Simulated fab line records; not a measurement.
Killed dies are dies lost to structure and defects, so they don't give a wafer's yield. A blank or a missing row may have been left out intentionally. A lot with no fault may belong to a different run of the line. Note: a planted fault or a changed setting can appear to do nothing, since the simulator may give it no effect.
Split-lot experiment	flow n5 finfet	on a route of 1938 steps: 7 lots, 21 wafers read

== ON THE SPLIT ==
At N5_PASSIVATION_VIA_ETCH_13 (etches SiO2 in CHF3/O2, target depth 660 nm, time 330 s), the setting bias w was moved away from the recipe's 170 W on 8 of the 21 wafers read, by -17.6% to +6.1%. This setting was run at the recipe's value on the other wafers.

The reading is taken at the split's own step.

== THE READING ==
rf vpp V, in V, at N5_PASSIVATION_VIA_ETCH_13 (etches SiO2 in CHF3/O2, target depth 660 nm, time 330 s). Fault-free wafers of this fab line usually give 522 V, standard deviation 4.6 V.

wafer	tool, chamber at the split	bias w as run, W	against the recipe	rf vpp V, V	against lot-mates on the recipe
L074.4	rie diel-04, 3	170	recipe	531	-
L074.5	rie diel-04, 1	157.3	-7.5%	488	-38
L074.6	rie diel-04, 2	170	recipe	522	-
L076.2	rie diel-01, 0	180.4	+6.1%	539	+16
L076.3	rie diel-01, 2	170	recipe	523	-
L076.6	rie diel-01, 0	180.4	+6.1%	539	+16
L080.3	rie diel-04, 3	170	recipe	531	-
L080.4	rie diel-04, 0	170	recipe	522	-
L080.6	rie diel-04, 0	170	recipe	525	-
L086.1	rie diel-01, 0	162.1	-4.6%	495	-17
L086.3	rie diel-01, 3	162.1	-4.6%	509	-3
L086.6	rie diel-01, 0	170	recipe	512	-
L087.2	rie diel-01, 0	141.2	-16.9%	442	-81
L087.5	rie diel-01, 2	170	recipe	523	-
L087.6	rie diel-01, 3	141.2	-16.9%	456	-67
L089.4	rie diel-01, 0	170	recipe	514	-
L089.5	rie diel-01, 1	140	-17.6%	445	-76
L089.6	rie diel-01, 3	170	recipe	528	-
L096.1	rie diel-02, 1	170	recipe	525	-
L096.2	rie diel-02, 2	170	recipe	522	-
L096.5	rie diel-02, 1	170	recipe	525	-

THE FIT
A straight line over all 21 wafers: rf vpp V changes by +4.2 V for each +1% of bias w; r = +0.98; the points scatter about the line by 6.3 V.
The same after taking each lot's own level away (the mean of its wafers on the recipe; 21 wafers): +4.13 V for each +1%; r = +0.97; scatter 6.5 V.
The reading moves by 73 V for the largest change in bias w, on that fit.
Across the lots, their own levels run from 512.0 to 526.5 V, a range of 3.2 times the standard deviation given above.
So the lot-to-lot level changes the slope little: the two slopes agree.
Check: for one of the wafers moved furthest among these (-17.6%), held out of the fit, the line's prediction against its lot-mates is -72.8 V. Against them it came out at -76 V.
Tool readings at the split's step, against how far the setting was moved: rf vpp V r = +0.98.

== OTHER SPLITS ON THESE WAFERS ==
Note: prior to the reading, these wafers also went through further splits. Each is held against what the fit with the lots' levels taken away leaves over:
other split on the same wafers	wafers away from the commonest value	r with rf vpp V (lot level and that fit taken away)
N5_BEOL_M14_DESCUM_15 time s	3	+0.08
N5_BEOL_M14_PEB_26 peb temp c	7	+0.12
N5_BEOL_M14_ETCH_68 time s	4	-0.27
N5_BEOL_M15_PEB_26 peb temp c	5	+0.20
N5_BEOL_M15_TRENCH_ETCH_34 bias w	5	+0.17

== FILE'S OWN FIT ==
rf vpp V changes by +4.23 V for each +1% of bias w, r = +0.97.
